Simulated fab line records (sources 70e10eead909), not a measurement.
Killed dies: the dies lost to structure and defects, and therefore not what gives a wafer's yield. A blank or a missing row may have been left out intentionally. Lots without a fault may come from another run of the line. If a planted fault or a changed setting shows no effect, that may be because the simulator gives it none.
fab line records | flow nandHarc
[record] lots = 13 wafers = 39 lastDay = 25
route steps=1159 shown A_BONDPAD@1078 HYBRID_BOND@1099 THIN_TSV@1152 END@1159
lots untouched by any fault: they come from a run of this same line in which no faults occurred
startH: start of the lot's first displayed wafer, in hours after the record's first day | waitH: hours from the lot's prior step to this one | " identical to the entry in the row above | L1.1+2: several wafers, shown together as one row | - value missing, or start not given | * or withheld: withheld | < > ~ a bound
route shown NAME@n: NAME is a module with steps in the file, n the number in the route of the first one | usual: mean and standard deviation over wafers with no fault | same: alike in all rows | chamber/n: place in a boat | sites: each site's reading | _std_site: their standard deviation | _edge_site: outer sites' mean less inner sites' | radiusMm: for every site, how far away it sits from the centre of the wafer | mask NAME#n: copy n | behind: tool/chamber where the wafer was last shaped | hold: why the lot was held/for how many hours/how that ended | device: the n, p or np transistor that did not switch | end of line: tests of these same wafers at the route's end | a step without rows: its recipe alone | killed: not the wafer's yield, but the dies lost to structure and defects at the first sort | map: a wafer's dies, marking killed ones x, the rest . and places with no die _
set.NAME: the setting as run; set.NAME@STEP: as run at that earlier step | model.NAME: the simulator's own value behind a step, which no gauge read
the route's steps for a sample of lots (tables are steps, rows are wafers)
services: when a tool's chamber went out of use (startH, in hours from the record's first day, below 0 if earlier), for how many hours, and the reason
[[steps]]
[step NHARC_A_BONDPAD_CD_MEAS_13]
[usual] cdNm = 498.9/2.4
// columns lot.wafer tool chamber startH waitH cdNm
L544.2 cdSem-02 - 414.88 - 501.8
L544.3 " - " " 502.6
L544.4 " - " " 500.0
L547.2 cdSem-02 - 415.06 - 494.5
L547.5 " - " " 498.0
L547.6 " - " " 497.0
L543.1 cdSem-01 - 415.47 - 502.1
L543.2 " - " " 503.3
L543.3 " - " " 500.1
L546.1 cdSem-02 - 416.20 - 501.6
L546.3 " - " " 498.7
L546.4 " - " " 496.8
L548.1 cdSem-02 - 432.82 - 500.4
L548.4 " - " " 498.0
L548.6 " - " " 493.3
L545.2 cdSem-01 - 435.98 - 503.7
L545.5 " - " " 502.2
L545.6 " - " " 501.8
L553.4 cdSem-02 - 450.12 - 500.4
L553.5 " - " " 501.9
L553.6 " - " " 503.0
L550.1 cdSem-03 - 452.08 - 498.2
L550.2 " - " " 497.1
L550.5 " - " " 502.4
L551.1 cdSem-02 - 463.33 - 499.2
L551.2 " - " " 496.4
L551.5 " - " " 493.3
L555.1 cdSem-03 - 495.54 - 498.1
L555.2 " - " " 497.0
L555.6 " - " " 502.1
L561.1 cdSem-03 - 520.66 - 497.3
L561.2 " - " " 499.2
L561.6 " - " " 500.6
L563.2 cdSem-02 - 526.33 - 497.4
L563.4 " - " " 495.7
L563.5 " - " " 494.3
L566.3 cdSem-03 - 549.77 - 499.3
L566.4 " - " " 500.7
L566.6 " - " " 500.4
[step NHARC_A_BONDPAD_PVD_27]
[recipe] targetThkA = 300 chamberPressurePa = 5 powerW = 5000 substrateTempC = 30 timeS = 20.49 material = Cu
[usual] throttleValvePct = 30.0/1.1
// columns lot.wafer tool chamber startH waitH throttleValvePct
L544.3 pvdSputter-01 - - - 29.8
L544.4 " - " " 32.6
L544.2 " - " " 28.8
L547.2 pvdSputter-02 - - - 28.8
L547.6 " - " " 29.0
L547.5 " - " " 29.7
L543.3 pvdSputter-03 - - - 29.0
L543.1 " - " " 31.3
L543.2 " - " " 30.5
L546.1 pvdSputter-01 - - - 28.6
L546.4 " - " " 30.1
L546.3 " - " " 30.1
L548.1 pvdSputter-03 - - - 29.1
L548.4 " - " " 29.2
L548.6 " - " " 28.9
L545.2 pvdSputter-03 - - - 29.1
L545.6 " - " " 30.3
L545.5 " - " " 29.0
L553.4 pvdSputter-02 - - - 28.5
L553.6 " - " " 28.7
L553.5 " - " " 30.0
L550.1 pvdSputter-03 - - - 31.4
L550.2 " - " " 29.2
L550.5 " - " " 30.5
L551.2 pvdSputter-01 - - - 30.2
L551.1 " - " " 32.3
L551.5 " - " " 28.7
L555.1 pvdSputter-03 - - - 31.4
L555.2 " - " " 29.0
L555.6 " - " " 31.4
L561.1 pvdSputter-02 - - - 29.2
L561.2 " - " " 29.7
L561.6 " - " " 28.8
L563.2 pvdSputter-01 - - - 31.7
L563.4 " - " " 30.0
L563.5 " - " " 29.1
L566.3 pvdSputter-01 - - - 31.3
L566.4 " - " " 29.9
L566.6 " - " " 31.7
[step NHARC_HYBRID_BOND_OVL_MEAS_05]
[usual] overlayXNm = 2/34 overlayYNm = 0/30
// columns lot.wafer tool chamber startH waitH overlayXNm overlayYNm
L544.2 overlay-02 - 427.14 0.4 -22 46
L544.3 " - " " -16 36
L544.4 " - " " 6 -42
L543.1 overlay-02 - 427.15 0.4 36 24
L543.2 " - " " -77 11
L543.3 " - " " 74 10
L547.2 overlay-01 - 427.15 0.4 9 28
L547.5 " - " " 31 -50
L547.6 " - " " -5 26
L546.1 overlay-01 - 427.15 0.4 12 34
L546.3 " - " " 34 53
L546.4 " - " " -32 33
L548.1 overlay-02 - 445.69 0.4 -79 -53
L548.4 " - " " -7 -47
L548.6 " - " " 9 -35
L545.2 overlay-01 - 445.69 0.4 -16 -35
L545.5 " - " " -3 -44
L545.6 " - " " -11 -10
L550.1 overlay-02 - 464.11 0.4 39 6
L550.2 " - " " 17 66
L550.5 " - " " 8 -4
L553.4 overlay-01 - 464.11 0.4 -21 -10
L553.5 " - " " 61 44
L553.6 " - " " 10 44
L551.1 overlay-02 - 477.41 0.4 -5 33
L551.2 " - " " 41 17
L551.5 " - " " 12 63
L555.1 overlay-01 - 507.85 0.4 6 18
L555.2 " - " " 2 -22
L555.6 " - " " 21 -38
L561.1 overlay-01 - 531.72 0.4 17 -56
L561.2 " - " " 39 -15
L561.6 " - " " 0 -8
L563.2 overlay-01 - 538.40 0.4 1 17
L563.4 " - " " 19 7
L563.5 " - " " 17 -6
L566.3 overlay-02 - 558.21 0.4 -18 -6
L566.4 " - " " -34 14
L566.6 " - " " 11 0
[step NHARC_THIN_TSV_ETCH_36]
[recipe] targetDepthA = 650 overEtchFrac = 0.3 timeS = 18.571 ionEnergyEv = 150 chemistry = Cl2/BCl3
[usual] drypumpMotorCurrentA = 5.4/0.42 oesProductAu = 0.992/0.012
// columns lot.wafer tool chamber startH waitH drypumpMotorCurrentA oesProductAu rfHoursCounterH
L544.2 rieMetal-03 1 437.46 0.2 5.5 0.970 4.3
L544.4 " 1 " " 5.6 0.974 -
L544.3 " 0 " " 5.1 0.992 -
L547.2 rieMetal-01 0 438.76 0.2 6.0 0.988 3.3
L547.5 " 1 " " 5.5 0.996 -
L547.6 " 0 " " 6.0 0.996 -
L543.1 rieMetal-03 1 439.82 0.2 5.6 0.994 4.6
L543.2 " 0 " " 5.1 0.999 4.6
L543.3 " 1 " " 5.6 0.996 -
L546.1 rieMetal-01 0 441.12 0.2 6.0 0.987 3.5
L546.3 " 1 " " 5.5 0.990 -
L546.4 " 0 " " 5.9 0.993 -
L548.1 rieMetal-01 1 454.91 0.2 5.5 0.998 3.8
L548.4 " 1 " " 5.5 0.993 -
L548.6 " 0 " " 6.0 0.997 -
L545.2 rieMetal-02 0 456.10 0.2 4.8 1.004 1.9
L545.6 " 0 " " 4.8 0.997 -
L545.5 " 1 " " 5.0 0.992 -
L550.1 rieMetal-02 0 473.56 0.2 4.8 1.009 2.4
L550.2 " 1 " " 5.0 1.007 1.9
L550.5 " 0 " " 4.8 1.013 -
L553.4 rieMetal-03 0 475.27 0.1 5.1 0.969 -
L553.5 " 0 " " 5.1 0.970 -
L553.6 " 1 " " 5.6 0.977 -
L551.1 rieMetal-01 0 487.43 0.2 6.0 0.991 4.8
L551.2 " 1 " " 5.5 1.009 4.8
L551.5 " 1 " " 5.5 1.004 -
L555.1 rieMetal-03 0 517.35 0.2 5.1 0.993 1.5
L555.2 " 1 " " 5.5 0.983 1.5
L555.6 " 0 " " 5.1 0.985 -
L561.2 rieMetal-01 0 546.28 0.2 6.0 0.829 0.7
L561.1 " 1 " " 5.5 0.998 0.7
L561.6 " 0 " " 6.0 0.850 -
L563.2 rieMetal-02 0 550.87 0.2 4.8 0.996 4.9
L563.4 " 1 " " 4.9 1.001 -
L563.5 " 1 " " 5.0 1.009 -
L566.4 rieMetal-03 0 568.37 0.1 5.1 0.985 -
L566.3 " 1 " " 5.6 0.969 -
L566.6 " 1 " " 5.6 0.978 -
[step NHARC_END_SORT_01]
[recipe] tempC = 25
[usual] defectLimitedYield = 95.5/1.4 killedAtArray = 26/9.1 killedAtOther = 0.7/0.9 killedAtPeriphery = 3.6/2.8 killedDies = 30/9.2 killedOpen = 3.0/1.9 killedShort = 2.0/1.4 sort_bin_2_pct = 1.4/0.6 sort_bin_3_pct = 0.23/0.17 sort_bin_4_pct = 2.8/0.92 sortNPass = 647/9.2 sortRimYieldPct = 95.9/2.1 sortYieldPct = 95.5/1.4
[same] grossDies = 677 sort_bin_5_pct[%] = 0 sort_bin_6_pct[%] = 0 sort_bin_7_pct[%] = 0 sort_bin_8_pct[%] = 0 sortRimNGross = 106.00
// columns lot.wafer tool chamber startH waitH defectLimitedYield[%] killedAtArray killedAtOther killedAtPeriphery killedDies killedOpen killedShort sort_bin_2_pct[%] sort_bin_3_pct[%] sort_bin_4_pct[%] sortNPass sortRimYieldPct[%] sortYieldPct[%]
L546.1 prober-01 0 460.13 2.5 95.6 28 0 2 30 2 1 1.8 0 2.7 647 91.5 95.6
L546.3 prober-01 0 461.75 3.1 94.5 31 1 5 37 9 4 2.4 0.44 2.7 640 95.3 94.5
L546.4 prober-01 0 462.56 3.4 96.5 22 0 2 24 2 0 1.8 0.30 1.5 653 95.3 96.5
L553.4 prober-01 0 491.87 3.4 95.4 26 1 4 31 8 0 0.7 0.15 3.7 646 93.4 95.4
L553.5 prober-01 0 492.67 3.7 96.0 26 0 1 27 3 2 1.3 0.30 2.4 650 96.2 96.0
L553.6 prober-01 0 493.46 4.0 96.8 18 1 3 22 3 2 1.2 0.15 1.9 655 96.2 96.8
L555.1 prober-01 0 526.09 2.5 97.3 18 0 0 18 3 1 1.0 0 1.6 659 98.1 97.3
L555.2 prober-01 0 526.89 2.8 97.3 13 1 4 18 1 2 0.7 0.15 1.8 659 96.2 97.3
L555.6 prober-01 0 530.10 4.0 96.3 20 0 5 25 4 2 1.0 0.30 2.4 652 95.3 96.3
L563.2 prober-02 0 570.25 2.8 94.7 35 1 0 36 2 0 1.8 0.30 3.2 641 98.1 94.7
L563.4 prober-02 0 571.85 3.4 95.1 33 0 0 33 2 3 2.1 0.15 2.7 644 96.2 95.1
L563.5 prober-02 0 572.65 3.7 94.8 33 1 1 35 1 2 1.5 0.59 3.1 642 96.2 94.8
// killed by level:class
L546.1 A_SLIT:chamberFilmFlake=12 A_CHANNEL_HOLE_D1:chamberFilmFlake=7 A_CHANNEL_FILL_D1:chamberFilmFlake=2 A_STAIRCASE:chamberFilmFlake=2 P_CONTACT:geometricParticle:open=1 A_CONTACT:geometricParticle:short=1 A_BLC:geometricParticle:open=1 P_ZERO_WELL:chamberFilmFlake=1
L546.3 A_SLIT:chamberFilmFlake=10 A_STAIRCASE:chamberFilmFlake=4 P_ZERO_WELL:chamberFilmFlake=3 A_CHANNEL_HOLE_D1:chamberFilmFlake=3 A_CHANNEL_FILL_D1:geometricParticle:open=2 A_SGD_CUT:geometricParticle:open=2 A_BLC:geometricParticle:open=2 A_WL_FILL:chamberFilmFlake=2
L546.4 A_SLIT:chamberFilmFlake=10 A_CHANNEL_HOLE_D1:chamberFilmFlake=3 A_STAIRCASE:chamberFilmFlake=3 P_ZERO_WELL:chamberFilmFlake=2 A_WL_FILL:chamberFilmFlake=2 A_CONTACT:chamberFilmFlake=2 A_CHANNEL_HOLE_D1:geometricParticle:open=1 A_CONTACT:geometricParticle:open=1
L553.4 A_SLIT:chamberFilmFlake=10 A_CHANNEL_HOLE_D1:chamberFilmFlake=6 A_STAIRCASE:chamberFilmFlake=5 A_CONTACT:geometricParticle:open=2 P_CONTACT:geometricParticle:open=1 P_M0:geometricParticle:open=1 P_M1:geometricParticle:open=1 P_M2:geometricParticle:open=1
L553.5 A_SLIT:chamberFilmFlake=14 A_CONTACT:geometricParticle:open=2 A_CHANNEL_HOLE_D1:chamberFilmFlake=2 A_STAIRCASE:chamberFilmFlake=2 A_ONON_D1:geometricParticle:short=1 A_CONTACT:geometricParticle:short=1 A_BLC:geometricParticle:open=1 P_GATE:chamberFilmFlake=1
L553.6 A_SLIT:chamberFilmFlake=9 A_CHANNEL_HOLE_D1:chamberFilmFlake=4 A_CONTACT:geometricParticle:open=2 P_M0:geometricParticle:open=1 A_SLIT:geometricParticle:short=1 A_M0:geometricParticle:short=1 P_STI:chamberFilmFlake=1 P_GATE:chamberFilmFlake=1
L555.1 A_CONTACT:chamberFilmFlake=6 A_CHANNEL_HOLE_D1:chamberFilmFlake=4 A_ONON_D1:geometricParticle:open=1 A_SGD_CUT:geometricParticle:short=1 A_CONTACT:geometricParticle:open=1 A_M0:geometricParticle:open=1 A_ZERO_WELL:chamberFilmFlake=1 A_STAIRCASE:chamberFilmFlake=1
L555.2 A_CHANNEL_HOLE_D1:chamberFilmFlake=8 P_M1:chamberFilmFlake=3 THIN_TSV:chamberFilmFlake=1 A_CONTACT:geometricParticle:open=1 A_CONTACT:geometricParticle:short=1 A_BLC:geometricParticle:short=1 P_ZERO_WELL:chamberFilmFlake=1 A_ZERO_WELL:chamberFilmFlake=1
L555.6 A_CHANNEL_HOLE_D1:chamberFilmFlake=7 P_M1:chamberFilmFlake=4 A_WL_FILL:chamberFilmFlake=3 A_CONTACT:geometricParticle:open=2 A_BLC:geometricParticle:open=2 A_CONTACT:chamberFilmFlake=2 A_CONTACT:geometricParticle:short=1 A_BLC:geometricParticle:short=1
L563.2 A_CHANNEL_HOLE_D1:chamberFilmFlake=19 A_SLIT:chamberFilmFlake=6 A_CONTACT:chamberFilmFlake=5 A_WL_FILL:chamberFilmFlake=3 A_BLC:geometricParticle:open=2 THIN_TSV:chamberFilmFlake=1
L563.4 A_CHANNEL_HOLE_D1:chamberFilmFlake=19 A_SLIT:chamberFilmFlake=4 A_WL_FILL:geometricParticle:short=3 A_CONTACT:chamberFilmFlake=3 A_ONON_D1:geometricParticle:open=1 A_CHANNEL_FILL_D1:geometricParticle:open=1 A_ZERO_WELL:chamberFilmFlake=1 A_WL_FILL:chamberFilmFlake=1
L563.5 A_CHANNEL_HOLE_D1:chamberFilmFlake=17 A_WL_FILL:chamberFilmFlake=5 A_SLIT:chamberFilmFlake=4 A_CONTACT:chamberFilmFlake=4 A_CHANNEL_FILL_D1:geometricParticle:short=1 A_WL_FILL:geometricParticle:open=1 P_GATE:chamberFilmFlake=1 STARTING-WAFER:geometricParticle:short=1
[[services]]
// columns tool chamber startH hours kind
rieMetal-02 0 397.00 - clean
rieMetal-02 1 397.00 - clean
pvdSputter-02 - 401.47 10.0 pm
rieMetal-01 1 401.92 3.8 repair
rieMetal-02 - 409.06 0.7 repair
pvdSputter-01 - 448.68 4.1 repair
rieMetal-03 - 453.04 9.0 pm
rieMetal-03 0 453.04 9.0 ventCycle
rieMetal-03 1 453.04 9.0 ventCycle
pvdSputter-03 - 456.15 2.1 repair
rieMetal-03 0 462.04 - clean
rieMetal-03 1 462.04 - clean
rieMetal-01 - 509.25 9.0 pm
rieMetal-01 0 509.25 9.0 ventCycle
rieMetal-01 1 509.25 9.0 ventCycle
pvdSputter-01 - 514.05 10.0 pm
rieMetal-01 0 518.25 - clean
rieMetal-01 1 518.25 - clean
rieMetal-02 - 565.00 9.0 pm
rieMetal-02 0 565.00 9.0 ventCycle
rieMetal-02 1 565.00 9.0 ventCycle
[[key]]
[firstSign] step = NHARC_THIN_TSV_ETCH_36 reading = oesProductAu direction = down sigmas = 13 usual = 0.992 struck = 0.840
effect none on later readings
metAt NHARC_THIN_TSV_ETCH_36
struckLots L561
struckWafers L561.2,L561.6
notActingAt NHARC_A_BONDPAD_CD_MEAS_13,NHARC_A_BONDPAD_PVD_27,NHARC_HYBRID_BOND_OVL_MEAS_05
onsetBetween 487.43 546.28
[fault] kind = processParameterDrift tool = rieMetal-01 chamber = - onsetH = 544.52 steps = NHARC_THIN_TSV_ETCH_36 channel = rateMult offset = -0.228 shape = step endH = 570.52 scope = struckWafersOnly
